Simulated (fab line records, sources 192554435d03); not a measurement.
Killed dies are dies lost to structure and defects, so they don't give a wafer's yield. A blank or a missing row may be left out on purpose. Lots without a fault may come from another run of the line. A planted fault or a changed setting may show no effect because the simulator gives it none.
Split-lot experiment | flow n5_finfet | 7 lots, 21 wafers read, on a route of 1938 steps

THE SPLIT
At N5_BEOL_M11_ILD_DEP_00 (deposits SiCOH lowk from DEMS/porogen, target thk 308.51 nm, time 58 s), the setting time_s was moved away from the recipe's 58 s on 5 of the 21 wafers read, by -14.0% to +10.0%. The other wafers ran this setting at the recipe's value.

FROM THE SPLIT TO THE READING: what the file shows between them, 1 step
- N5_BEOL_M11_CURE_71: cures SiCOH lowk, time 240 s

THE READING
M11_ILD_THK, in nm, at N5_BEOL_M11_THK_MEAS_01. Fault-free wafers of this fab line usually give 268 nm, standard deviation 3.8 nm.

wafer  | tool, chamber at the split | time_s as run, s | against the recipe | M11_ILD_THK, nm | against lot-mates on the recipe
L076.2 | pecvd-03, 2                | 58               | recipe             | 264             | -
L076.4 | pecvd-03, 1                | 49.9             | -14.0%             | 226             | -38
L076.6 | pecvd-03, 0                | 58               | recipe             | 263             | -
L077.2 | pecvd-03, 1                | 60.63            | +4.5%              | 271             | +12
L077.3 | pecvd-03, 0                | 58               | recipe             | 259             | -
L077.5 | pecvd-03, 2                | 60.63            | +4.5%              | 278             | +19
L078.1 | pecvd-01, 0                | 58               | recipe             | 266             | -
L078.3 | pecvd-01, 1                | 58               | recipe             | 270             | -
L078.5 | pecvd-01, 0                | 58               | recipe             | 268             | -
L079.3 | pecvd-02, 1                | 58               | recipe             | 270             | -
L079.4 | pecvd-02, 2                | 58               | recipe             | 272             | -
L079.6 | pecvd-02, 1                | 58               | recipe             | 273             | -
L083.2 | pecvd-02, 0                | 58               | recipe             | 269             | -
L083.3 | pecvd-02, 1                | 58               | recipe             | 269             | -
L083.6 | pecvd-02, 0                | 63.81            | +10.0%             | 301             | +32
L093.2 | pecvd-03, 0                | 52.45            | -9.6%              | 240             | -26
L093.4 | pecvd-03, 1                | 58               | recipe             | 264             | -
L093.6 | pecvd-03, 0                | 58               | recipe             | 268             | -
L096.2 | pecvd-02, 0                | 58               | recipe             | 269             | -
L096.3 | pecvd-02, 1                | 58               | recipe             | 266             | -
L096.6 | pecvd-02, 2                | 58               | recipe             | 271             | -

THE FIT
A straight line over all 21 wafers: M11_ILD_THK changes by +2.9 nm for each +1% of time_s; r = +0.96; the points scatter about the line by 4.1 nm.
The same after taking each lot's own level away (the mean of its wafers on the recipe; 21 wafers): +2.89 nm for each +1%; r = +0.99; scatter 2.1 nm.
On that fit, the largest move of time_s shifts the reading by 40 nm.
The lots' own levels span 259.0 to 271.7 nm, that is 3.3 times the standard deviation above.
So the lot-to-lot level changes the slope little: the two slopes agree.
Check: with one of the wafers moved furthest among these (-14.0%) left out of the fit, the line predicts -41.9 nm for it against its lot-mates. It came out at -37.5 nm against them.

OTHER SPLITS ON THESE WAFERS
These wafers also went through other splits before the reading. Each is held against what the fit with the lots' levels taken away leaves over:
other split on the same wafers   | wafers away from the commonest value | r with M11_ILD_THK (lot level and that fit taken away)
N5_BEOL_M9_TRENCH_ETCH_37 time_s | 3                                    | +0.14

THE WHOLE CHAIN: every reading that the file lists as answering this split, in the file's order
step                    | what it does                                                           | reading                                                                                   | change (the file's fit)              | r (the file's)
N5_BEOL_M11_ILD_DEP_00  | deposits SiCOH lowk from DEMS/porogen, target thk 308.51 nm, time 58 s | SiCOH_lowk_of_BEOL_M11_ILD_DEP_00.thk_nm (the simulator's own value, which no gauge read) | +3.21 nm for each +1% of the setting | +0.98
N5_BEOL_M11_CURE_71     | cures SiCOH lowk, time 240 s                                           | SiCOH_lowk_of_BEOL_M11_ILD_DEP_00.thk_nm (the simulator's own value, which no gauge read) | +2.84 nm for each +1% of the setting | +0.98
N5_BEOL_M11_THK_MEAS_01 |                                                                        | M11_ILD_THK                                                                               | +2.83 for each +1% of the setting    | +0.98

THE FILE'S OWN FIT
M11_ILD_THK changes by +2.83 nm for each +1% of time_s, r = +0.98.
